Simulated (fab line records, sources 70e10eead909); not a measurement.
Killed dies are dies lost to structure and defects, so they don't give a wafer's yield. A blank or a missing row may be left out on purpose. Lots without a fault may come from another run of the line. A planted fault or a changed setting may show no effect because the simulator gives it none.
Which tool did it? | flow nand_harc | 12 lots, 36 wafers sampled, at 3 steps of a route of 1302

WHAT THE GAUGES READ, wafer by wafer
NHARC_P_STI_OVL_MEAS_10.
lot  | measured     | on         | overlay_x_nm (nm) | overlay_y_nm (nm)
L484 | day 3 15:58  | overlay-02 | -1 -2 -1          | -6 -6 -6
L485 | day 4 01:44  | overlay-01 | 3 4 3             | 1 1 1
L488 | day 5 07:25  | overlay-01 | -4 -5 -4          | 0 0 0
L489 | day 5 17:13  | overlay-01 | 7 7 7             | 8 8 8
L490 | day 6 04:56  | overlay-02 | 2 3 2             | -1 -1 0
L491 | day 6 15:14  | overlay-02 | 9 9 8             | 2 1 1
L494 | day 7 23:44  | overlay-02 | -6 -5 -5          | 3 3 4
L497 | day 9 03:02  | overlay-02 | -2 -2 -2          | -2 -2 -2
L500 | day 10 06:52 | overlay-01 | -16 -16 -15       | 0 1 0
L501 | day 10 18:33 | overlay-02 | -6 -6 -6          | -5 -5 -5
L504 | day 12 01:15 | overlay-02 | -9 -9 -9          | -5 -5 -5
L505 | day 12 10:28 | overlay-02 | 2 2 2             | -6 -6 -6

NHARC_P_GATE_CD_MEAS_91: target cd 2000 nm.
lot  | measured     | on        | cd_nm (nm)
L484 | day 6 07:30  | cd_sem-02 | 1998.6 1999.4 1998.5
L485 | day 7 01:53  | cd_sem-02 | 1999.0 1999.9 2000.3
L488 | day 8 04:52  | cd_sem-02 | 2001.2 2001.5 1999.5
L489 | day 8 21:17  | cd_sem-01 | 2000.6 1999.3 1999.1
L490 | day 9 01:46  | cd_sem-02 | 1999.6 2001.4 2001.6
L491 | day 9 11:01  | cd_sem-02 | 2071.5 2071.9 2070.9
L494 | day 10 20:30 | cd_sem-03 | 1997.3 1997.8 1999.8
L497 | day 11 21:28 | cd_sem-02 | 2000.2 1999.7 1999.8
L500 | day 13 03:31 | cd_sem-02 | 2000.6 1998.5 1999.7
L501 | day 13 18:44 | cd_sem-02 | 1999.5 2000.2 1999.8
L504 | day 15 03:27 | cd_sem-01 | 2000.1 2001.2 1999.6
L505 | day 15 02:44 | cd_sem-01 | 1998.5 1998.7 1998.8

WHICH TOOL RAN EACH LOT (tool, then ch and the chambers of the sampled wafers, then the start)
lot  | NHARC_P_GATE_EXPOSE_88
L484 | krf_scanner-02 ch 0, day 6 07:20
L485 | krf_scanner-03 ch 0, day 7 01:44
L488 | krf_scanner-03 ch 0, day 8 04:43
L489 | krf_scanner-04 ch 0, day 8 21:08
L490 | krf_scanner-04 ch 0, day 9 01:37
L491 | krf_scanner-04 ch 0, day 9 10:51
L494 | krf_scanner-04 ch 0, day 10 20:21
L497 | krf_scanner-02 ch 0, day 11 21:18
L500 | krf_scanner-03 ch 0, day 13 03:22
L501 | krf_scanner-03 ch 0, day 13 18:35
L504 | krf_scanner-03 ch 0, day 15 03:18
L505 | krf_scanner-03 ch 0, day 15 02:35
- NHARC_P_GATE_EXPOSE_88: exposes mask P HVN, target cd 2000 nm.

WHAT THE TOOLS THEMSELVES READ (means of the sampled wafers that have a number; where no wafer has one, the mark that the record gives instead)
The record holds no such reading with a usual standard deviation.

THE ANSWER, worked out from the rows above alone
Rule: what is usual is taken from the lots themselves. Put in order of their means at a reading, lots are off if they are a third of the lots or fewer, leave a main group of 4 or more, and stand apart from it by a gap of 3 or more times the standard deviation of the main group's means; of several such gaps the widest counts. A main group whose means are all the same, to the digits that the tables above print for the reading, isn't used. A lot without any number at a reading at which 4 lots or more have one is off too. The other lots that the step has rows for count as sound. The gauges are gone through in route order, then the tools' own readings, and for those a lot's mean is taken as printed above. The first step at which some lot is off is used, and at that step the reading that is off furthest; a lot without a number counts as furthest.
Off: L491, at NHARC_P_GATE_CD_MEAS_91 (cd_nm). The main group: mean 1999.7 nm, standard deviation 0.78.
A tool fits if, at a process step before that reading, it ran every lot that is off, and no sound lot after the first of them. The gauges at NHARC_P_GATE_CD_MEAS_91 are tried like those tools. None of those tried fits.

WHAT THE SIMULATOR HAD PUT IN
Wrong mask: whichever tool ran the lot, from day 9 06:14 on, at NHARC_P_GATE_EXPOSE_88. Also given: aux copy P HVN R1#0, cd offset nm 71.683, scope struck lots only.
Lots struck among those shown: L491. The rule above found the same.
